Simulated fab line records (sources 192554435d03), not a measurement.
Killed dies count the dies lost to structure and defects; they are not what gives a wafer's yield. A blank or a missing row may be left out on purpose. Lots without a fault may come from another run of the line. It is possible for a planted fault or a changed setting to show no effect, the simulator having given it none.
Struck lot and sound lot, side by side	flow n5_finfet	22 steps out of a route of 1938
Sound: the wafers L259.1, L259.4, L259.5. The struck wafers were L255.2, L255.3, L255.6. The cause is named last.
For every step that has rows: the tool of each side, followed by ch and its chambers, followed by its first start. Under that, the readings that differ: sound wafers	struck wafers	difference of the means	sigmas: that difference in standard deviations of wafers without a fault.
alike: words and numbers the same on both sides, and readings whose means are apart by under 2 such deviations; not compared: readings that were withheld, readings missing a value for some wafer, numbers with overlapping values and no deviation given by the record, and bounds like >300 which may hide the same value.
Wherever a step has rows on one side only, a row that says differs or no value, or a row with sigmas, the two part there. When numbers do not overlap yet have no deviation, they are printed without sigmas and do not part them. A reading that every wafer of one side lacks parts them only if that side has two wafers or more.

first, 12 steps without rows for these wafers: N5_BEOL_M4_ANNEAL_87 (time 240 s); N5_BEOL_M4_SPUTTER_88 (material Cu, target thk 4.5 nm, time 8.29 s); N5_BEOL_M4_ANNEAL_89 (time 240 s); N5_BEOL_M4_SPUTTER_90 (material Cu, target thk 4.5 nm, time 8.29 s); N5_BEOL_M4_ANNEAL_91 (time 240 s); N5_BEOL_M4_SPUTTER_92 (material Cu, target thk 4.5 nm, time 8.29 s); N5_BEOL_M4_ANNEAL_93 (time 240 s); N5_BEOL_M4_SPUTTER_94 (material Cu, target thk 4.5 nm, time 8.29 s); N5_BEOL_M4_ANNEAL_95 (time 240 s); N5_BEOL_M4_SPUTTER_96 (material Cu, target thk 4.5 nm, time 8.29 s); N5_BEOL_M4_ECD_50 (material Cu, target thk 300 nm); N5_BEOL_M4_ANNEAL_51 (time 90 s).
N5_BEOL_M4_CMP_52: polishes, stops on SiOC, t overpolish 6.8 s, target thk 40 nm.
  sound on cmp-01 ch 0,1,3, day 12 12:38; struck on cmp-02 ch 0,1,3, day 11 17:13
  no value came back on the struck wafers for any of 9 readings (barrier_field_endpoint_s (s), clearing_platen_down_force_psi (psi) and others); on the sound wafers barrier_field_endpoint_s (s) reads 25.1 24.9 25.5
reading	sound	struck	difference	sigmas
model.Cu_of_BEOL_M4_ECD_50.thk_nm (nm)	41.2 39.6 39.2	299.6 301.8 300	+260.5	
model.SiO2_of_BEOL_M4_PECVD_72.thk_nm (nm)	0 0 0	15.6 15.6 16	+15.7	
model.SiOC_of_BEOL_M4_ILD_DEP_00.thk_nm (nm)	75.6 76.4 76.4	80.4 78.8 79.8	+3.5	
N5_BEOL_M4_THK_MEAS_53: measures by xrf.
  sound on film_metro-02 at day 12 12:56; struck on film_metro-01 at day 11 17:30
reading	sound	struck	difference	sigmas
M4_THK (nm)	41.1 39.6 39.2	295.0 296.7 294.8	+255.5	+99 or more
then, 4 steps without rows for these wafers: N5_BEOL_M4_PRE_CLEAN_60 (time 15 s); N5_BEOL_M4_CO_CAP_55 (material Co, precursor CCTBA/H2, target thk 2 nm, time 102.1 s); N5_BEOL_M4_PRE_CLEAN_56 (time 15 s); N5_BEOL_M4_DEP_57 (deposits SiCN from 3MS/NH3, target thk 8 nm, time 14 s).
N5_BEOL_M4_RS_MEAS_58: a four-point-probe measurement.
  sound on film_metro-01 at day 12 13:14; struck on film_metro-01 at day 11 17:46
reading	sound	struck	difference	sigmas
M4_RS (ohm/sq)	0.643 0.677 0.687	0.058 0.058 0.058	-0.611	-22
N5_BEOL_M4_INSPECT_59: inspects for defects (darkfield).
  sound on defect_inspect-01 at day 12 13:15; struck on defect_inspect-02 at day 11 17:47
reading	sound	struck	difference	sigmas
raw_defect_count	79 52 62	5105 4945 4995	+4951	+99 or more
N5_BEOL_M4_RC_MEAS_101:
  the record has rows for the sound wafers here (prober-01 ch 0, day 12 13:17) and none for the struck ones
-- the record jumps here: 5 days lie between the struck wafers' starts before and after (it left off in module BEOL_M4 and takes up again in module PASSIVATION, whose first step shown is number 1936 of the route) --
N5_PASSIVATION_PROBE_49:
  record: rows for the struck wafers here (prober-01, day 16 09:30), none for the sound ones

== WHERE THEY PART ==
At N5_BEOL_M4_CMP_52 first; at N5_PASSIVATION_PROBE_49 last (within this record only).

WHY: what had been put in by the simulator
Entire step skipped (cmp-02, N5_BEOL_M4_CMP_52), from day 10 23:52 onward. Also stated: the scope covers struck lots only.
